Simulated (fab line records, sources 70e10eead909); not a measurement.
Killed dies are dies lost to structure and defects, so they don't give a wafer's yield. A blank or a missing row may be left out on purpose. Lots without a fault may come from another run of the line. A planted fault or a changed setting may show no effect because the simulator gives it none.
fab line records | flow nand_harc
record lots=14 wafers=42 last_day=34
route steps=1302 shown A_BLC@1128 A_M0@1161
lots that met no fault: from a run of the same line without faults
start_h: hours from the record's first day to the start of the lot's first wafer shown | wait_h: hours since the lot's step before | " the same as in the row above | L1.1+2: a row that stands for several wafers | - no value, or no start given | * or withheld: withheld | < > ~ a bound
route shown NAME@n: a module of which the file shows steps, and the number in the route of the first | usual: mean/standard deviation of fault-free wafers | same: alike in all rows | chamber/n: place in a boat | sites: the reading at each site | _std_site: their standard deviation | _edge_site: outer sites' mean less inner sites' | radius_mm: how far each site lies from the wafer's centre | mask NAME#n: copy n | behind: the tool/chamber that last shaped the wafer | hold: why the lot was held/for how many hours/how that ended | device: the transistor (n, p or np) that didn't switch | end of line: the same wafers' tests at the end of the route | a step without rows: its recipe alone | killed: dies lost to structure and defects at the first sort, not the wafer's yield | map: a wafer's dies, x killed, . not, _ none there
set.NAME: the setting as run; set.NAME@STEP: as run at that earlier step | model.NAME: the simulator's own value behind a step, which no gauge read
steps of the route over a sample of lots; a table a step, a row a wafer
services: from which hour (start_h, from the record's first day; less than 0 if before it) a tool's chamber was out of use, for how many hours, and why
## steps
# step NHARC_A_BLC_DEGAS_30
# recipe temp_c=300 time_s=60
# usual heater_power_w=448/27
# columns lot.wafer tool chamber start_h wait_h heater_power_w
L318.4 pvd_sputter-02 - 522.04 - 462
L318.5 " - " " 511
L318.6 " - " " 419
L319.2 pvd_sputter-01 - 527.04 - 469
L319.3 " - " " 462
L319.5 " - " " 431
L320.4 pvd_sputter-02 - 529.77 - 449
L320.2 " - " " 449
L320.5 " - " " 434
L321.2 pvd_sputter-03 - 555.85 - 477
L321.3 " - " " 445
L321.1 " - " " 404
L323.1 pvd_sputter-01 - 556.88 - 474
L323.4 " - " " 424
L323.2 " - " " 446
L322.4 pvd_sputter-01 - 560.73 - 446
L322.3 " - " " 447
L322.1 " - " " 419
L324.1 pvd_sputter-02 - 562.05 - 459
L324.3 " - " " 434
L324.5 " - " " 421
L334.4 pvd_sputter-02 - 683.04 - 450
L334.3 " - " " 506
L334.6 " - " " 476
L335.4 pvd_sputter-01 - 698.77 - 465
L335.3 " - " " 455
L335.6 " - " " 435
L337.2 pvd_sputter-03 - 700.48 - 456
L337.6 " - " " 479
L337.5 " - " " 433
L336.4 pvd_sputter-01 - 702.50 - 434
L336.2 " - " " 462
L336.6 " - " " 434
L338.4 pvd_sputter-01 - 720.22 - 419
L338.2 " - " " 468
L338.6 " - " " 449
L339.4 pvd_sputter-01 - 734.62 - 440
L339.2 " - " " 457
L339.6 " - " " 467
L341.2 pvd_sputter-03 - 748.69 - 413
L341.4 " - " " 477
L341.6 " - " " 468
# step NHARC_A_M0_ANNEAL_30
# recipe temp_c=225 time_s=90
# usual wafer_temp_C_max=226.5/0.35
# columns lot.wafer tool chamber start_h wait_h wafer_temp_C_max
L318.4 rtp_anneal-01 0 526.30 - 226.8
L318.5 " 0 " " 226.5
L318.6 " 0 " " 226.9
L319.2 rtp_anneal-02 0 531.31 0.4 226.3
L319.3 " 0 " " 227.1
L319.5 " 0 " " 226.5
L320.2 rtp_anneal-02 0 534.33 0.3 226.7
L320.4 " 0 " " 226.0
L320.5 " 0 " " 226.6
L321.1 rtp_anneal-02 0 560.01 - 226.5
L321.2 " 0 " " 226.6
L321.3 " 0 " " 226.1
L323.1 rtp_anneal-02 0 561.70 - 226.2
L323.2 " 0 " " 226.8
L323.4 " 0 " " 226.5
L322.1 rtp_anneal-01 0 564.79 - 227.2
L322.3 " 0 " " 226.8
L322.4 " 0 " " 227.2
L324.1 rtp_anneal-02 0 566.27 0.3 226.2
L324.3 " 0 " " 225.9
L324.5 " 0 " " 226.6
L334.3 rtp_anneal-02 0 687.26 - 226.7
L334.4 " 0 " " 226.4
L334.6 " 0 " " 226.4
L335.3 rtp_anneal-02 0 703.05 - 226.1
L335.4 " 0 " " 226.3
L335.6 " 0 " " 225.9
L337.2 rtp_anneal-01 0 704.51 0.4 226.1
L337.5 " 0 " " 226.6
L337.6 " 0 " " 226.6
L336.2 rtp_anneal-01 0 706.61 - 226.6
L336.4 " 0 " " 226.6
L336.6 " 0 " " 226.7
L338.2 rtp_anneal-02 0 724.39 - 225.6
L338.4 " 0 " " 226.0
L338.6 " 0 " " 226.1
L339.2 rtp_anneal-02 0 738.73 - 226.7
L339.4 " 0 " " 226.6
L339.6 " 0 " " 226.5
L341.2 rtp_anneal-01 0 753.25 0.6 226.4
L341.4 " 0 " " 226.3
L341.6 " 0 " " 226.1
# step NHARC_A_M0_CMP_23
# recipe t_overpolish_s=20 target_thk_nm=113.75
# usual edge_zone_pressure_frac=1.000/0.0049 motor_current_A=12.9/1 slurry_filter_dp_kPa=13.51/0.16 time_to_endpoint_s=28.9/2.3
# columns lot.wafer tool chamber start_h wait_h edge_zone_pressure_frac motor_current_A slurry_filter_dp_kPa time_to_endpoint_s
L318.4 cmp-01 3 526.52 - 0.997 13.4 13.28 30.3
L318.6 " 2 " " 0.997 12.7 13.84 29.5
L318.5 " 3 " " 1.000 14.0 13.58 31.1
L319.2 cmp-02 0 531.63 - 1.000 11.4 13.37 30.8
L319.3 " 2 " " 1.001 13.1 13.85 27.3
L319.5 " 3 " " 1.000 12.3 13.64 29.8
L320.4 cmp-02 2 534.63 - 1.000 13.4 13.71 29.2
L320.2 " 1 " " 1.002 12.6 13.61 32.0
L320.5 " 3 " " 1.004 12.4 13.22 28.1
L321.3 cmp-04 0 560.37 - 0.999 13.8 13.34 27.8
L321.1 " 1 " " 0.999 12.8 13.50 26.2
L321.2 " 2 " " 0.996 13.9 13.59 27.1
L323.4 cmp-04 3 562.04 - 1.006 13.2 13.62 27.1
L323.1 " 0 " " 0.993 13.6 13.36 27.3
L323.2 " 2 " " 0.996 13.6 13.58 27.9
L322.4 cmp-02 1 565.14 - - - - -
L322.1 " 2 " " - - - -
L322.3 " 3 " " - - - -
L324.1 cmp-04 0 566.62 - - - - -
L324.3 " 3 " " - - - -
L324.5 " 0 " " - - - -
L334.4 cmp-04 0 687.53 - 0.998 13.3 13.75 29.7
L334.3 " 1 " " 1.001 12.7 13.58 30.4
L334.6 " 3 " " 0.990 13.1 13.58 31.5
L335.3 cmp-04 0 703.32 - 0.994 13.4 13.57 30.2
L335.4 " 2 " " 1.007 13.1 13.70 28.2
L335.6 " 3 " " 1.002 13.1 13.28 27.8
L337.2 cmp-02 1 704.86 - 1.000 12.7 13.21 26.6
L337.6 " 3 " " 0.999 12.0 13.56 30.9
L337.5 " 0 " " 1.000 11.2 13.52 28.8
L336.4 cmp-04 1 706.91 - 1.004 13.0 13.42 31.5
L336.2 " 2 " " 1.002 14.0 13.50 28.6
L336.6 " 2 " " 0.992 13.6 13.44 29.3
L338.4 cmp-01 2 724.75 - 0.998 12.9 13.29 26.8
L338.2 " 3 " " 1.002 13.5 13.50 30.9
L338.6 " 1 " " 1.008 11.3 13.60 27.8
L339.4 cmp-04 1 739.02 - 1.002 12.3 13.61 28.4
L339.2 " 0 " " 0.997 13.2 13.54 30.4
L339.6 " 2 " " 0.997 12.8 13.55 26.1
L341.2 cmp-04 0 753.54 - 1.009 13.6 13.14 25.4
L341.4 " 2 " " 0.993 13.5 13.48 26.7
L341.6 " 0 " " 1.001 12.9 13.50 25.7
# step NHARC_A_M0_THK_MEAS_24
# recipe thk_meas_gauge=xrf
# usual thk_nm=113.5/1.3
# columns lot.wafer tool chamber start_h wait_h thk_nm
L318.4 film_metro-01 - 526.81 - 115.6
L318.5 " - " " 115.1
L318.6 " - " " 112.1
L319.2 film_metro-02 - 531.92 - 115.8
L319.3 " - " " 115.6
L319.5 " - " " 116.0
L320.2 film_metro-02 - 534.95 - 112.9
L320.4 " - " " 114.3
L320.5 " - " " 114.1
L321.1 film_metro-02 - 560.69 - 113.1
L321.2 " - " " 112.2
L321.3 " - " " 114.4
L323.1 film_metro-02 - 562.36 - 115.1
L323.2 " - " " 111.1
L323.4 " - " " 111.9
L322.1 film_metro-02 - 565.45 0.3 401.6
L322.3 " - " " 391.4
L322.4 " - " " 399.4
L324.1 film_metro-01 - 566.93 0.3 400.1
L324.3 " - " " 401.1
L324.5 " - " " 398.2
L334.3 film_metro-02 - 687.82 - 113.1
L334.4 " - " " 111.4
L334.6 " - " " 113.7
L335.3 film_metro-02 - 703.61 - 115.2
L335.4 " - " " 113.5
L335.6 " - " " 113.5
L337.2 film_metro-02 - 705.12 - 114.0
L337.5 " - " " 112.3
L337.6 " - " " 113.6
L336.2 film_metro-02 - 707.22 - 109.0
L336.4 " - " " 113.0
L336.6 " - " " 112.2
L338.2 film_metro-02 - 725.00 - 114.4
L338.4 " - " " 114.3
L338.6 " - " " 113.8
L339.2 film_metro-01 - 739.34 - 113.4
L339.4 " - " " 113.9
L339.6 " - " " 115.8
L341.2 film_metro-02 - 753.85 - 113.3
L341.4 " - " " 112.2
L341.6 " - " " 114.4
# step NHARC_A_M0_INSPECT_27
# usual raw_defect_count=545/150
# columns lot.wafer tool chamber start_h wait_h raw_defect_count
L318.4 defect_inspect-01 - 526.96 0.0 674
L318.5 " - " " 910
L318.6 " - " " 498
L319.2 defect_inspect-01 - 532.08 0.0 547
L319.3 " - " " 445
L319.5 " - " " 534
L320.2 defect_inspect-01 - 535.10 0.0 433
L320.4 " - " " 477
L320.5 " - " " 415
L321.1 defect_inspect-01 - 560.84 0.0 464
L321.2 " - " " 358
L321.3 " - " " 483
L323.1 defect_inspect-02 - 562.52 0.0 399
L323.2 " - " " 369
L323.4 " - " " 387
L322.1 defect_inspect-01 - 565.61 0.0 903
L322.3 " - " " 692
L322.4 " - " " 627
L324.1 defect_inspect-01 - 567.09 0.0 380
L324.3 " - " " 499
L324.5 " - " " 392
L334.3 defect_inspect-02 - 687.98 0.0 337
L334.4 " - " " 414
L334.6 " - " " 441
L335.3 defect_inspect-01 - 703.76 0.0 652
L335.4 " - " " 636
L335.6 " - " " 695
L337.2 defect_inspect-01 - 705.28 0.0 396
L337.5 " - " " 510
L337.6 " - " " 484
L336.2 defect_inspect-02 - 707.40 0.0 424
L336.4 " - " " 476
L336.6 " - " " 460
L338.2 defect_inspect-02 - 725.16 0.0 363
L338.4 " - " " 462
L338.6 " - " " 379
L339.2 defect_inspect-01 - 739.50 0.0 423
L339.4 " - " " 573
L339.6 " - " " 420
L341.2 defect_inspect-01 - 754.01 0.0 328
L341.4 " - " " 405
L341.6 " - " " 404
## services
# columns tool chamber start_h hours kind
cmp-02 - 511.17 1.7 repair
cmp-04 - 518.18 4.0 pm
cmp-02 - 520.25 0.9 repair
cmp-02 - 526.50 4.0 pm
pvd_sputter-03 - 528.42 14.0 repair
pvd_sputter-01 - 532.59 4.6 repair
pvd_sputter-03 - 542.46 10.0 pm
cmp-01 - 546.28 0.2 repair
cmp-01 - 577.64 4.0 pm
pvd_sputter-01 - 582.00 10.0 pm
cmp-02 - 583.45 1.9 repair
cmp-04 - 616.18 4.0 pm
pvd_sputter-02 - 622.18 5.3 repair
cmp-02 - 624.50 4.0 pm
pvd_sputter-02 - 638.96 10.0 pm
cmp-04 - 694.11 3.6 repair
cmp-04 - 714.18 4.0 pm
pvd_sputter-02 - 716.03 7.7 repair
cmp-04 - 720.23 0.6 repair
pvd_sputter-03 - 720.46 10.0 pm
cmp-02 - 722.50 4.0 pm
pvd_sputter-02 - 728.91 9.7 repair
rtp_anneal-02 - 744.00 12.0 pm
pvd_sputter-02 - 745.78 5.2 repair
## key
first_sign step=NHARC_A_M0_CMP_23 reading=tool_record direction=missing
effect step=NHARC_A_M0_THK_MEAS_24 reading=thk_nm direction=up sigmas=99+ usual=113.5 struck=398.6
met_at NHARC_A_M0_CMP_23
struck_lots L322,L324
later_rows_left_out L322.1,L322.3,L322.4,L324.1,L324.3,L324.5
sort_left_out L322.1,L322.3,L322.4,L324.1,L324.3,L324.5
not_acting_at NHARC_A_BLC_DEGAS_30,NHARC_A_M0_ANNEAL_30,NHARC_A_M0_INSPECT_27
onset_between 562.04 565.14
fault kind=skipped_step_whole tool=cmp-02,cmp-04 chamber=- onset_h=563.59 steps=NHARC_A_M0_CMP_23 scope=struck_lots_only
# sort_left_out: the simulated sort isn't trusted on such a fault, so these wafers' sort isn't shown, and their yield isn't known
# later_rows_left_out: the simulator's readings of these wafers behind a module that went badly wrong aren't trusted and aren't shown, but for the sort
